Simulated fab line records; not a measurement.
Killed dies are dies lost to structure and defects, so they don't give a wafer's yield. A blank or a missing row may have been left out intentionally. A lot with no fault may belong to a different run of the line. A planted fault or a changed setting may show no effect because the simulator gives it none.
fab line records    flow n5-finfet
record lots=10  wafers=28  last-day=20
route steps=1938 shown FIN_CUT@182 STI_FIN_REVEAL@183 BEOL_M4@1111 PASSIVATION@1936
lots that met no fault: taken from a fault-free run of the same line
start-h: hours from the record's first day to the start of the lot's first wafer shown    wait-h: hours since the lot's step before    " same as the row above    L1.1+2: one row covering several wafers at once    - either no value or no given start    * or withheld: withheld    < > ~ a bound
route shown NAME@n: a module of which the file shows steps, and the number in the route of the first    usual: mean and standard deviation over wafers with no fault    same: alike in all rows    chamber/n: place in a boat    sites: readings site by site    _std_site: standard deviation across them    _edge_site: the outer-site mean with the inner-site mean subtracted    radius-mm: how far each site lies from the wafer's centre    mask NAME#n: copy n    behind: the most recent tool/chamber to have shaped the wafer    hold: why the lot was held/for how many hours/how that ended    device: the n, p or np transistor that did not switch    end of line: the route-end tests of the same wafers    a step without rows: its recipe alone    killed: the dies lost at the first sort to structure and to defects; this is not the yield of the wafer    map: dies across one wafer; x = killed, . = not, _ = none there
set.NAME: the run value of the setting; set.NAME@STEP: its run value at that earlier step    model.NAME: the simulator's own value behind a step, which no gauge read
a sample of lots followed through the steps of the route, with each step as a table and each wafer as a row
services: when a tool's chamber went out of use (start-h, in hours from the record's first day, below 0 if earlier), for how many hours, and the reason
## steps
# step N5_FIN_CUT_INSPECT_17
# recipe inspect-instrument=brightfield  mode=aei
# usual raw-defect-count=220/73
lot.wafer  tool               chamber  start-h  wait-h  raw-defect-count
L933.2     defect-inspect-02  -        34.68    0.0     243
L933.4     "                  -        "        "       247
L933.5     "                  -        "        "       226
L934.3     defect-inspect-01  -        42.11    0.0     135
L934.4     "                  -        "        "       172
L934.5     "                  -        "        "       197
L938.2     defect-inspect-02  -        64.16    0.0     194
L938.5     "                  -        "        "       140
L941.3     defect-inspect-01  -        82.80    0.0     205
L941.5     "                  -        "        "       167
L947.2     defect-inspect-02  -        118.53   0.0     301
L947.3     "                  -        "        "       266
L947.5     "                  -        "        "       288
L949.2     defect-inspect-01  -        130.32   0.0     268
L949.4     "                  -        "        "       248
L949.6     "                  -        "        "       230
L951.1     defect-inspect-02  -        142.49   0.0     126
L951.2     "                  -        "        "       237
L951.6     "                  -        "        "       163
L952.1     defect-inspect-01  -        148.86   0.0     167
L952.2     "                  -        "        "       107
L952.6     "                  -        "        "       156
L953.2     defect-inspect-02  -        155.25   0.0     283
L953.3     "                  -        "        "       243
L953.6     "                  -        "        "       307
L955.1     defect-inspect-02  -        169.04   0.0     267
L955.2     "                  -        "        "       284
L955.4     "                  -        "        "       173
# step N5_STI_FIN_REVEAL_ALD_00
# recipe material=SiO2  target-thk-a=10  temp-c=300  ald-precursor-family=BDEAS  ald-co-reactant=O2-plasma  pulse-time-s=1  pressure-torr=2
# usual heater-power-w=463/26  precursor-pulse-height-rel=1.000/0.018
lot.wafer  tool        chamber  start-h  wait-h  heater-power-w  precursor-pulse-height-rel
L933.2     ald-sin-02  3        36.28    1.6     469             0.984
L933.4     "           1        "        "       437             1.011
L933.5     "           0        "        "       422             0.988
L934.3     ald-sin-03  1        42.15    0.0     481             1.005
L934.4     "           3        "        "       466             1.005
L934.5     "           0        "        "       513             0.993
L938.2     ald-sin-02  3        64.20    0.0     447             1.006
L938.5     "           2        "        "       466             0.994
L941.3     ald-sin-03  0        82.84    0.0     516             0.965
L941.5     "           2        "        "       456             1.010
L947.2     ald-sin-03  1        118.56   0.0     460             0.983
L947.3     "           3        "        "       465             0.974
L947.5     "           3        "        "       461             1.001
L949.2     ald-sin-02  2        130.42   0.1     462             0.984
L949.4     "           0        "        "       424             0.991
L949.6     "           2        "        "       465             0.993
L951.1     ald-sin-01  0        142.60   0.1     443             0.990
L951.2     "           3        "        "       462             1.019
L951.6     "           2        "        "       465             0.979
L952.1     ald-sin-01  3        148.90   0.0     465             0.990
L952.2     "           1        "        "       493             1.006
L952.6     "           0        "        "       440             0.959
L953.2     ald-sin-02  2        155.29   0.0     450             1.039
L953.3     "           3        "        "       467             0.981
L953.6     "           0        "        "       423             1.008
L955.1     ald-sin-03  0        169.08   0.0     511             0.976
L955.2     "           3        "        "       464             1.023
L955.4     "           2        "        "       445             1.012
# step N5_STI_FIN_REVEAL_RECESS_09
# recipe chemistry=HF/NH3  target=SiO2  afs-cycles=11  target-depth-a=425  temp-c=30  sublimation-temp-c=180  sublimation-time-s=60
# usual drypump-motor-current-A=5.3/0.36
lot.wafer  tool           chamber  start-h  wait-h  drypump-motor-current-A
L933.2     vapor-etch-01  0        42.16    0.0     4.8
L933.4     "              1        "        "       5.4
L933.5     "              1        "        "       5.4
L934.3     vapor-etch-02  0        49.24    0.6     5.7
L934.4     "              1        "        "       5.4
L934.5     "              0        "        "       5.7
L938.2     vapor-etch-01  1        70.29    0.0     5.4
L938.5     "              1        71.35    1.1     5.4
L941.3     vapor-etch-01  0        89.72    0.6     4.8
L941.5     "              1        "        "       5.4
L947.2     vapor-etch-02  0        124.44   0.0     5.8
L947.3     "              0        "        "       5.8
L947.5     "              1        "        "       5.4
L949.2     vapor-etch-02  0        136.38   0.0     5.8
L949.4     "              1        "        "       5.4
L949.6     "              1        "        "       5.4
L951.1     vapor-etch-02  0        148.54   0.0     5.8
L951.2     "              1        "        "       5.4
L951.6     "              0        149.60   1.1     5.8
L952.1     vapor-etch-01  1        154.79   0.0     5.4
L952.2     "              0        "        "       4.8
L952.6     "              1        155.85   1.1     5.4
L953.2     vapor-etch-01  0        161.20   0.0     4.8
L953.3     "              1        "        "       5.4
L953.6     "              0        "        "       4.8
L955.1     vapor-etch-01  0        174.95   0.0     4.8
L955.2     "              1        "        "       5.4
L955.4     "              1        "        "       5.4
# step N5_STI_FIN_REVEAL_FIN_H_MEAS_10
# usual trench-depth-nm=51.8/0.7
lot.wafer  tool    chamber  start-h  wait-h  trench-depth-nm
L933.2     ocd-02  -        44.87    0.0     52.7
L933.4     "       -        "        "       52.6
L933.5     "       -        "        "       52.5
L934.3     ocd-02  -        51.92    0.0     50.9
L934.4     "       -        "        "       51.4
L934.5     "       -        "        "       51.0
L938.2     ocd-02  -        73.00    0.0     52.0
L938.5     "       -        "        "       47.6
L941.3     ocd-01  -        92.02    0.0     51.0
L941.5     "       -        "        "       46.4
L947.2     ocd-02  -        127.13   0.0     50.4
L947.3     "       -        "        "       49.9
L947.5     "       -        "        "       50.6
L949.2     ocd-02  -        139.11   0.0     52.3
L949.4     "       -        "        "       52.0
L949.6     "       -        "        "       52.4
L951.1     ocd-01  -        151.24   0.0     51.4
L951.2     "       -        "        "       51.1
L951.6     "       -        "        "       51.5
L952.1     ocd-01  -        157.51   0.0     52.2
L952.2     "       -        "        "       51.5
L952.6     "       -        "        "       52.3
L953.2     ocd-02  -        163.92   0.0     51.5
L953.3     "       -        "        "       52.5
L953.6     "       -        "        "       52.6
L955.1     ocd-01  -        177.66   0.0     52.7
L955.2     "       -        "        "       52.1
L955.4     "       -        "        "       52.5
# step N5_STI_FIN_REVEAL_INSPECT_13
# recipe inspect-instrument=darkfield  mode=post-clean
# usual raw-defect-count=11/5.3
lot.wafer  tool               chamber  start-h  wait-h  raw-defect-count
L933.2     defect-inspect-01  -        44.96    0.0     10
L933.4     "                  -        "        "       9
L933.5     "                  -        "        "       8
L934.3     defect-inspect-01  -        52.01    0.0     12
L934.4     "                  -        "        "       18
L934.5     "                  -        "        "       11
L938.2     defect-inspect-01  -        73.08    0.0     10
L938.5     "                  -        "        "       35
L941.3     defect-inspect-02  -        92.10    0.0     19
L941.5     "                  -        "        "       7
L947.2     defect-inspect-01  -        127.22   0.0     10
L947.3     "                  -        "        "       1
L947.5     "                  -        "        "       12
L949.2     defect-inspect-01  -        139.20   0.0     19
L949.4     "                  -        "        "       18
L949.6     "                  -        "        "       15
L951.1     defect-inspect-02  -        151.34   0.0     18
L951.2     "                  -        "        "       16
L951.6     "                  -        "        "       11
L952.1     defect-inspect-01  -        157.60   0.0     21
L952.2     "                  -        "        "       10
L952.6     "                  -        "        "       15
L953.2     defect-inspect-02  -        164.01   0.0     5
L953.3     "                  -        "        "       12
L953.6     "                  -        "        "       9
L955.1     defect-inspect-02  -        177.78   0.0     15
L955.2     "                  -        "        "       19
L955.4     "                  -        "        "       21
# step N5_BEOL_M4_RC_MEAS_101
# usual DIBL_N=36.0/1.9  DIBL_P=35.6/2.2  IOFF_N=0.15/0.031  IOFF_N_85C=3.0/0.51  IOFF_P=0.19/0.032  IOFF_P_85C=3.4/0.48  ION_N=668/11  ION_P=455/7.2  SS_N=71.5/0.65  SS_P=73.4/0.64  VT_N=251/3.6  VT_P=-253/3.3
lot.wafer  tool       chamber  start-h  wait-h  DIBL_N[mV/V]  DIBL_P[mV/V]  IOFF_N[nA/um]  IOFF_N_85C[nA/um]  IOFF_P[nA/um]  IOFF_P_85C[nA/um]  ION_N[uA/um]  ION_P[uA/um]  SS_N[mV/dec]  SS_P[mV/dec]  VT_N[mV]  VT_P[mV]
L933.2     prober-02  0        193.89   0.2     35.0          34.2          0.11           2.3                0.14           2.6                661           445           72.1          72.7          258       -259
L933.4     "          0        "        "       35.1          34.4          0.12           2.4                0.14           2.7                658           444           71.0          72.9          254       -256
L933.5     "          0        "        "       36.2          36.1          0.13           2.7                0.16           3.0                669           453           71.8          73.5          252       -258
L934.3     prober-01  0        198.86   0.3     34.8          34.5          0.13           2.6                0.17           2.9                647           445           71.1          72.7          252       -253
L934.4     "          0        "        "       36.2          35.2          0.15           2.9                0.17           3.1                663           453           70.9          72.5          254       -253
L934.5     "          0        "        "       36.5          35.6          0.15           3.0                0.17           3.0                655           441           71.8          73.5          251       -254
L938.2     prober-01  0        241.37   0.2     38.2          39.4          0.19           3.6                0.23           4.0                678           459           72.5          73.5          249       -253
L938.5     "          0        "        "       41.3          43.4          0.32           5.6                0.47           7.4                628           434           76.1          77.9          252       -250
L941.3     prober-02  0        277.53   0.3     35.4          35.8          0.15           3.0                0.20           3.6                668           461           71.9          73.1          248       -252
L941.5     "          0        "        "       40.3          41.2          0.41           6.8                0.69           10.1               611           424           81.3          83.4          256       -251
L947.2     prober-01  0        305.76   0.2     36.3          38.5          0.16           3.2                0.21           3.6                666           458           71.4          73.7          248       -253
L947.3     "          0        "        "       35.7          36.3          0.16           3.1                0.17           3.1                666           445           72.0          73.4          249       -258
L947.5     "          0        "        "       36.9          38.1          0.18           3.4                0.20           3.5                668           458           72.0          73.8          251       -256
L952.1     prober-02  0        322.43   0.0     35.0          34.7          0.14           2.8                0.19           3.3                672           460           71.3          73.9          254       -254
L952.2     "          0        "        "       35.7          34.8          0.15           3.0                0.18           3.2                666           452           72.6          74.2          251       -253
L952.6     "          0        "        "       36.2          35.4          0.14           2.8                0.19           3.3                658           449           71.9          73.3          256       -252
L949.2     prober-01  0        322.82   0.2     38.0          36.6          0.17           3.3                0.21           3.6                677           463           70.9          74.0          249       -251
L949.4     "          0        "        "       36.8          34.7          0.14           2.8                0.18           3.2                666           459           71.3          73.7          248       -253
L949.6     "          0        "        "       38.8          37.1          0.18           3.4                0.21           3.7                683           461           72.0          73.4          248       -250
L953.2     prober-02  0        325.97   0.2     38.4          38.5          0.20           3.8                0.25           4.3                679           460           72.8          73.9          247       -249
L953.3     "          0        "        "       35.8          34.8          0.15           3.0                0.20           3.5                679           463           71.7          73.3          251       -251
L953.6     "          0        "        "       36.5          36.0          0.17           3.3                0.22           3.8                675           465           72.1          74.1          250       -252
L951.1     prober-01  0        331.90   0.0     37.3          36.5          0.17           3.2                0.20           3.5                679           457           71.4          73.6          247       -251
L951.2     "          0        "        "       36.7          35.3          0.15           2.9                0.18           3.3                665           451           72.2          72.7          250       -253
L951.6     "          0        "        "       38.7          39.4          0.21           3.9                0.25           4.2                686           462           72.4          73.9          243       -251
L955.1     prober-01  0        361.52   0.0     34.9          33.6          0.13           2.6                0.17           3.1                671           460           71.2          73.1          250       -252
L955.2     "          0        "        "       34.3          33.6          0.12           2.4                0.18           3.2                653           451           70.9          73.2          254       -253
L955.4     "          0        "        "       37.0          36.7          0.16           3.2                0.24           4.0                684           469           71.4          74.6          248       -246
# step N5_PASSIVATION_PROBE_49
# usual defect-limited-yield=91.3/1.4  killed_at_M0_to_M3=34/10  killed_at_M4_up=14/5.5  killed-at-contacts=12/6  killed-at-front-end=40/10  killed-at-other=3.0/2.4  killed-dies=103/17  killed-open=68/13  killed-short=34/7.8  sort_bin_4_leakage=0.00/0.014  sort_bin_5_function=5.1/0.97  sort_bin_6_memory=3.3/0.66  sort_bin_8_speed=0.02/0.12  sort-n-pass=1077/17  sort-yield-pct=91.2/1.4
# same gross-dies=1180  killed-at-back-side=0
lot.wafer  tool       chamber  start-h  wait-h  defect-limited-yield[%]  killed_at_M0_to_M3  killed_at_M4_up  killed-at-contacts  killed-at-front-end  killed-at-other  killed-dies  killed-open  killed-short  sort_bin_4_leakage[%]  sort_bin_5_function[%]  sort_bin_6_memory[%]  sort_bin_8_speed[%]  sort-n-pass  sort-yield-pct[%]
L933.2     prober-02  -        294.87   0.1     92.0                     26                  7                14                  44                   3                94           67           26            0                      4.5                     3.3                   0                    1086         92.0
L933.4     prober-02  -        294.97   0.2     90.7                     49                  9                11                  36                   5                110          70           38            0                      4.7                     4.2                   0                    1070         90.7
L933.5     prober-02  -        295.02   0.2     91.2                     46                  7                11                  40                   0                104          63           40            0                      5.3                     3.3                   0                    1076         91.2
L934.3     prober-01  -        298.15   0.1     90.9                     50                  8                10                  38                   1                107          72           35            0                      5.2                     3.5                   0                    1073         90.9
L934.4     prober-01  -        298.20   0.2     91.8                     32                  15               9                   40                   1                97           69           27            0                      5.4                     2.5                   0                    1083         91.8
L934.5     prober-01  -        298.25   0.2     92.6                     31                  11               6                   38                   1                87           51           36            0                      4.0                     3.1                   0.08                 1092         92.5
L938.2     prober-02  -        347.63   0.1     93.8                     34                  7                10                  19                   3                73           49           24            0                      3.6                     2.2                   0                    1107         93.8
L938.5     prober-02  -        347.78   0.2     90.6                     28                  12               7                   62                   2                111          65           42            7.29                   6.4                     2.6                   7.88                 890          75.4
L941.3     prober-02  -        378.57   0.1     93.6                     23                  13               7                   33                   0                76           42           34            0                      3.9                     2.1                   0                    1104         93.6
L941.5     prober-02  -        378.67   0.2     91.1                     42                  9                10                  41                   3                105          60           44            62.03                  5.4                     3.1                   28.14                11           0.9
L947.2     prober-01  -        416.65   0.1     90.6                     49                  11               10                  38                   3                111          66           38            0                      5.1                     3.5                   0                    1069         90.6
L947.3     prober-01  -        416.70   0.1     92.5                     35                  13               12                  25                   3                88           63           25            0                      4.3                     3.0                   0                    1092         92.5
L947.5     prober-01  -        416.80   0.2     91.0                     28                  19               8                   47                   4                106          67           38            0                      5.0                     3.8                   0                    1074         91.0
L952.1     prober-02  -        424.43   0.0     87.5                     49                  23               10                  63                   2                147          105          39            0                      7.8                     4.6                   0                    1033         87.5
L952.2     prober-02  -        424.48   0.1     90.3                     39                  16               12                  46                   1                114          79           35            0                      5.3                     3.8                   0                    1066         90.3
L952.6     prober-02  -        424.68   0.3     90.5                     39                  23               9                   39                   2                112          86           26            0                      5.3                     4.0                   0                    1068         90.5
L951.1     prober-01  -        428.06   0.0     91.8                     38                  18               4                   35                   2                97           67           26            0                      5.0                     2.9                   0                    1083         91.8
L951.2     prober-01  -        428.11   0.1     89.2                     41                  19               12                  55                   0                127          95           32            0                      6.7                     3.8                   0                    1053         89.2
L951.6     prober-01  -        428.31   0.3     88.7                     49                  14               14                  53                   3                133          103          28            0                      6.7                     4.2                   0                    1047         88.7
L949.2     prober-02  -        434.72   0.1     91.9                     31                  16               12                  31                   5                95           59           33            0                      4.2                     3.5                   0                    1085         91.9
L949.4     prober-02  -        434.82   0.2     93.5                     18                  7                23                  26                   3                77           47           27            0                      3.6                     2.3                   0                    1103         93.5
L949.6     prober-02  -        434.92   0.3     92.9                     36                  10               10                  26                   2                84           54           27            0                      4.8                     2.1                   0                    1096         92.9
L953.2     prober-01  -        450.33   0.1     91.2                     34                  15               7                   42                   6                104          61           40            0                      5.3                     2.9                   0                    1076         91.2
L953.3     prober-01  -        450.38   0.1     92.6                     29                  16               3                   35                   4                87           52           34            0                      5.6                     1.5                   0                    1093         92.6
L953.6     prober-01  -        450.53   0.3     93.1                     24                  10               7                   34                   7                82           53           26            0                      3.8                     3.1                   0                    1098         93.1
L955.1     prober-02  -        475.30   0.0     90.0                     34                  13               10                  54                   7                118          75           41            0                      6.1                     3.6                   0                    1062         90.0
L955.2     prober-02  -        475.35   0.1     86.9                     58                  20               13                  59                   4                154          97           57            0                      7.7                     4.6                   0                    1026         86.9
L955.4     prober-02  -        475.45   0.2     90.6                     38                  10               15                  42                   6                111          72           33            0                      5.1                     3.6                   0                    1069         90.6
# killed by level:class
L933.2 FIN_SAQP:geometric-particle:open=12 BEOL_M0_SAQP:geometric-particle:open=11 STI_FIN_REVEAL:geometric-particle:open=10 MOL_CONTACT_COAG:geometric-particle:open=10 FIN_SAQP:geometric-particle:short=6 BEOL_M3:geometric-particle:open=6 MOL_CONTACT_COAG:geometric-particle:short=4 BEOL_M0_SAQP:geometric-particle:short=4
L933.4 BEOL_M0_SAQP:geometric-particle:open=14 BEOL_M0_SAQP:geometric-particle:short=13 FIN_SAQP:geometric-particle:open=8 MOL_CONTACT_COAG:geometric-particle:open=8 FIN_SAQP:geometric-particle:short=8 BEOL_M1:geometric-particle:open=6 BEOL_M2:geometric-particle:open=6 ILD0:geometric-particle:open=5
L933.5 BEOL_M3:geometric-particle:open=15 FIN_SAQP:geometric-particle:short=12 FIN_SAQP:geometric-particle:open=8 MOL_CONTACT_COAG:geometric-particle:open=8 BEOL_M0_SAQP:geometric-particle:open=8 BEOL_M1:geometric-particle:open=7 BEOL_M0_SAQP:geometric-particle:short=6 STI_FIN_REVEAL:geometric-particle:open=4
L934.3 BEOL_M0_SAQP:geometric-particle:short=13 BEOL_M0_SAQP:geometric-particle:open=13 MOL_CONTACT_COAG:geometric-particle:open=10 BEOL_M1:geometric-particle:open=9 BEOL_M3:geometric-particle:open=9 FIN_SAQP:geometric-particle:open=6 STI_FIN_REVEAL:geometric-particle:open=5 ILD0:geometric-particle:short=5
L934.4 DUMMY_GATE:geometric-particle:open=14 BEOL_M1:geometric-particle:open=9 FIN_SAQP:geometric-particle:open=7 BEOL_M0_SAQP:geometric-particle:open=7 FIN_SAQP:geometric-particle:short=6 MOL_CONTACT_COAG:geometric-particle:open=6 BEOL_M0_SAQP:geometric-particle:short=5 BEOL_M3:geometric-particle:open=5
L934.5 FIN_SAQP:geometric-particle:short=9 BEOL_M0_SAQP:geometric-particle:short=8 BEOL_M3:geometric-particle:open=8 BEOL_M0_SAQP:geometric-particle:open=6 FIN_SAQP:geometric-particle:open=5 MOL_CONTACT_COAG:geometric-particle:open=5 STI_FIN_REVEAL:geometric-particle:open=4 DUMMY_GATE:geometric-particle:short=4
L938.2 MOL_CONTACT_COAG:geometric-particle:open=9 BEOL_M0_SAQP:geometric-particle:open=8 BEOL_M1:geometric-particle:open=6 BEOL_M0_SAQP:geometric-particle:short=5 FIN_SAQP:geometric-particle:open=4 STI_FIN_REVEAL:geometric-particle:open=3 GATE_CUT:geometric-particle:open=3 BEOL_M0:geometric-particle:short=3
L938.5 STI_FIN_REVEAL:geometric-particle:open=23 BEOL_M0_SAQP:geometric-particle:short=10 FIN_SAQP:geometric-particle:short=7 GATE_CUT:geometric-particle:short=6 MOL_CONTACT_COAG:geometric-particle:open=6 BEOL_M1:geometric-particle:open=6 BEOL_M4:geometric-particle:open=6 STI_FIN_REVEAL:geometric-particle:short=5
L941.3 GATE_CUT:geometric-particle:short=6 MOL_CONTACT_COAG:geometric-particle:open=6 BEOL_M4:geometric-particle:open=6 STARTING-WAFER:geometric-particle:short=6 STI_FIN_REVEAL:geometric-particle:open=5 BEOL_M0_SAQP:geometric-particle:open=5 BEOL_M2:geometric-particle:short=5 STARTING-WAFER:geometric-particle:open=5
L941.5 FIN_SAQP:geometric-particle:short=14 BEOL_M2:geometric-particle:open=12 MOL_CONTACT_COAG:geometric-particle:open=9 BEOL_M0_SAQP:geometric-particle:short=9 BEOL_M3:geometric-particle:open=8 FIN_SAQP:geometric-particle:open=6 STI_FIN_REVEAL:geometric-particle:open=5 STARTING-WAFER:geometric-particle:short=5
L947.2 BEOL_M0_SAQP:geometric-particle:open=11 FIN_SAQP:geometric-particle:open=8 MOL_CONTACT_COAG:geometric-particle:open=8 BEOL_M3:geometric-particle:open=7 HKMG_FIN:area-etch=7 STI_FIN_REVEAL:geometric-particle:open=6 BEOL_M0_SAQP:geometric-particle:short=6 BEOL_M2:geometric-particle:open=6
L947.3 MOL_CONTACT_COAG:geometric-particle:open=10 BEOL_M0_SAQP:geometric-particle:open=9 GATE_CUT:geometric-particle:short=6 BEOL_M1:geometric-particle:open=6 BEOL_M0_SAQP:geometric-particle:short=5 BEOL_M2:geometric-particle:open=5 BEOL_M3:geometric-particle:open=5 BEOL_M4:geometric-particle:open=5
L947.5 FIN_SAQP:geometric-particle:open=7 STI_FIN_REVEAL:geometric-particle:open=7 BEOL_M0_SAQP:geometric-particle:short=7 FIN_SAQP:geometric-particle:short=6 BEOL_M1:geometric-particle:short=6 ILD0:geometric-particle:open=5 MOL_CONTACT_COAG:geometric-particle:open=5 BEOL_M3:geometric-particle:open=5
L952.1 STI_FIN_REVEAL:geometric-particle:open=23 FIN_SAQP:geometric-particle:open=14 BEOL_M2:geometric-particle:open=11 BEOL_M1:geometric-particle:open=11 BEOL_M4:geometric-particle:open=10 FIN_SAQP:geometric-particle:short=9 BEOL_M0_SAQP:geometric-particle:short=8 MOL_CONTACT_COAG:geometric-particle:open=7
L952.2 BEOL_M1:geometric-particle:open=14 STI_FIN_REVEAL:geometric-particle:open=11 FIN_SAQP:geometric-particle:short=10 FIN_SAQP:geometric-particle:open=9 MOL_CONTACT_COAG:geometric-particle:open=7 BEOL_M4:geometric-particle:open=7 DUMMY_GATE:geometric-particle:open=6 MOL_CONTACT_COAG:geometric-particle:short=5
L952.6 BEOL_M2:geometric-particle:open=12 FIN_SAQP:geometric-particle:open=10 MOL_CONTACT_COAG:geometric-particle:open=8 BEOL_M1:geometric-particle:open=8 STI_FIN_REVEAL:geometric-particle:open=7 BEOL_M5:geometric-particle:open=6 BEOL_M3:geometric-particle:open=6 FIN_SAQP:geometric-particle:short=5
L951.1 BEOL_M3:geometric-particle:open=11 STI_FIN_REVEAL:geometric-particle:open=10 BEOL_M4:geometric-particle:open=7 BEOL_M0:geometric-particle:open=6 BEOL_M1:geometric-particle:open=6 FIN_SAQP:geometric-particle:open=5 BEOL_M1:geometric-particle:short=4 BEOL_M0_SAQP:geometric-particle:open=4
L951.2 STI_FIN_REVEAL:geometric-particle:open=21 MOL_CONTACT_COAG:geometric-particle:open=11 BEOL_M1:geometric-particle:open=10 BEOL_M4:geometric-particle:open=10 GATE_CUT:geometric-particle:short=8 FIN_SAQP:geometric-particle:open=7 BEOL_M0_SAQP:geometric-particle:open=7 BEOL_M3:geometric-particle:open=7
L951.6 STI_FIN_REVEAL:geometric-particle:open=21 MOL_CONTACT_COAG:geometric-particle:open=13 BEOL_M1:geometric-particle:open=11 FIN_SAQP:geometric-particle:open=9 BEOL_M3:geometric-particle:open=9 BEOL_M0_SAQP:geometric-particle:open=9 BEOL_M0_SAQP:geometric-particle:short=8 GATE_CUT:geometric-particle:open=5
L949.2 MOL_CONTACT_COAG:geometric-particle:open=11 BEOL_M0_SAQP:geometric-particle:open=7 BEOL_M3:geometric-particle:open=7 FIN_SAQP:geometric-particle:short=6 FIN_SAQP:geometric-particle:open=6 BEOL_M5:geometric-particle:open=5 BEOL_M0_SAQP:geometric-particle:short=5 GATE_CUT:geometric-particle:short=4
L949.4 MOL_CONTACT_COAG:geometric-particle:open=20 FIN_SAQP:geometric-particle:short=6 BEOL_M0_SAQP:geometric-particle:open=5 STARTING-WAFER:geometric-particle:short=5 FIN_SAQP:geometric-particle:open=4 BEOL_M0_SAQP:geometric-particle:short=4 BEOL_M3:geometric-particle:open=4 GATE_CUT:geometric-particle:open=3
L949.6 FIN_SAQP:geometric-particle:short=9 BEOL_M3:geometric-particle:open=9 MOL_CONTACT_COAG:geometric-particle:open=8 BEOL_M0_SAQP:geometric-particle:open=7 BEOL_M0:geometric-particle:open=7 BEOL_M2:geometric-particle:open=4 FIN_SAQP:geometric-particle:open=3 STI_FIN_REVEAL:geometric-particle:short=3
L953.2 FIN_SAQP:geometric-particle:short=10 BEOL_M0_SAQP:geometric-particle:short=10 BEOL_M0_SAQP:geometric-particle:open=7 MOL_CONTACT_COAG:geometric-particle:open=7 BEOL_M1:geometric-particle:open=7 DUMMY_GATE:geometric-particle:open=6 GATE_CUT:geometric-particle:short=5 GATE_CUT:geometric-particle:open=5
L953.3 STI_FIN_REVEAL:geometric-particle:open=8 BEOL_M0_SAQP:geometric-particle:short=8 FIN_SAQP:geometric-particle:open=6 BEOL_M3:geometric-particle:short=6 FIN_SAQP:geometric-particle:short=5 BEOL_M4:geometric-particle:open=5 BEOL_M0_SAQP:geometric-particle:open=4 GATE_CUT:geometric-particle:short=3
L953.6 FIN_SAQP:geometric-particle:open=8 BEOL_M3:geometric-particle:open=7 GATE_CUT:geometric-particle:short=6 MOL_CONTACT_COAG:geometric-particle:open=6 FIN_SAQP:geometric-particle:short=5 BEOL_M0_SAQP:geometric-particle:open=5 BEOL_M2:geometric-particle:open=4 BEOL_M5:geometric-particle:open=4
L955.1 STI_FIN_REVEAL:geometric-particle:open=14 FIN_SAQP:geometric-particle:short=13 FIN_SAQP:geometric-particle:open=8 MOL_CONTACT_COAG:geometric-particle:open=8 BEOL_M2:geometric-particle:open=7 BEOL_M4:geometric-particle:open=6 BEOL_M3:geometric-particle:short=5 BEOL_M0_SAQP:geometric-particle:open=4
L955.2 BEOL_M1:geometric-particle:open=15 FIN_SAQP:geometric-particle:short=12 FIN_SAQP:geometric-particle:open=12 BEOL_M0_SAQP:geometric-particle:short=12 STI_FIN_REVEAL:geometric-particle:open=12 MOL_CONTACT_COAG:geometric-particle:open=9 BEOL_M5:geometric-particle:open=7 BEOL_M0_SAQP:geometric-particle:open=7
L955.4 MOL_CONTACT_COAG:geometric-particle:open=12 BEOL_M1:geometric-particle:open=11 STI_FIN_REVEAL:geometric-particle:open=10 FIN_SAQP:geometric-particle:open=8 BEOL_M3:geometric-particle:open=7 FIN_SAQP:geometric-particle:short=6 BEOL_M0_SAQP:geometric-particle:short=5 BEOL_M2:geometric-particle:open=5
## services
tool           chamber  start-h  hours  kind
ald-sin-03     3        13.95    3.1    repair
ald-sin-02     1        14.45    3.2    repair
ald-sin-01     -        27.66    9.9    repair
vapor-etch-01  -        39.24    2.8    pm
ald-sin-02     3        45.56    8.4    repair
ald-sin-02     -        50.14    2.8    pm
ald-sin-02     1        61.32    5.3    repair
ald-sin-03     0        72.50    9.3    repair
ald-sin-01     -        85.13    2.8    pm
ald-sin-03     -        140.53   6.0    pm
ald-sin-02     -        157.48   6.1    pm
## key
first-sign step=N5_STI_FIN_REVEAL_FIN_H_MEAS_10  reading=trench-depth-nm  direction=down  sigmas=7  usual=51.8  struck=47.0
effect step=N5_BEOL_M4_RC_MEAS_101  reading=IOFF_P  direction=up  sigmas=12  usual=0.19  struck=0.58
effect step=N5_BEOL_M4_RC_MEAS_101  reading=SS_P  direction=up  sigmas=11  usual=73.4  struck=80.6
effect step=N5_BEOL_M4_RC_MEAS_101  reading=IOFF_P_85C  direction=up  sigmas=11  usual=3.4  struck=8.8
effect step=N5_BEOL_M4_RC_MEAS_101  reading=SS_N  direction=up  sigmas=11  usual=71.5  struck=78.7
effect step=N5_BEOL_M4_RC_MEAS_101  reading=IOFF_N  direction=up  sigmas=6.8  usual=0.15  struck=0.37
effect step=N5_BEOL_M4_RC_MEAS_101  reading=IOFF_N_85C  direction=up  sigmas=6.3  usual=3.0  struck=6.2
effect step=N5_BEOL_M4_RC_MEAS_101  reading=ION_N  direction=down  sigmas=4.3  usual=668  struck=620
effect step=N5_BEOL_M4_RC_MEAS_101  reading=ION_P  direction=down  sigmas=3.7  usual=455  struck=429
effect step=N5_BEOL_M4_RC_MEAS_101  reading=DIBL_P  direction=up  sigmas=3  usual=35.6  struck=42.3
effect step=N5_BEOL_M4_RC_MEAS_101  reading=DIBL_N  direction=up  sigmas=2.5  usual=36.0  struck=40.8
effect step=N5_PASSIVATION_PROBE_49  reading=sort_bin_4_leakage  direction=up  sigmas=99+  usual=0.00  struck=34.66
met-at N5_STI_FIN_REVEAL_RECESS_09
struck-lots L938,L941
struck-wafers L938.5,L941.5
not-acting-at N5_FIN_CUT_INSPECT_17,N5_STI_FIN_REVEAL_ALD_00,N5_STI_FIN_REVEAL_INSPECT_13
onset-between 42.16 70.29
fault kind=process-parameter-drift  tool=vapor-etch-01  chamber=-  onset-h=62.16  steps=N5_STI_FIN_REVEAL_RECESS_09  channel=target-depth-a  offset=-38.163  shape=step  end-h=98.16  scope=struck-wafers-only  acts-in=these-recipes-only  stated=425
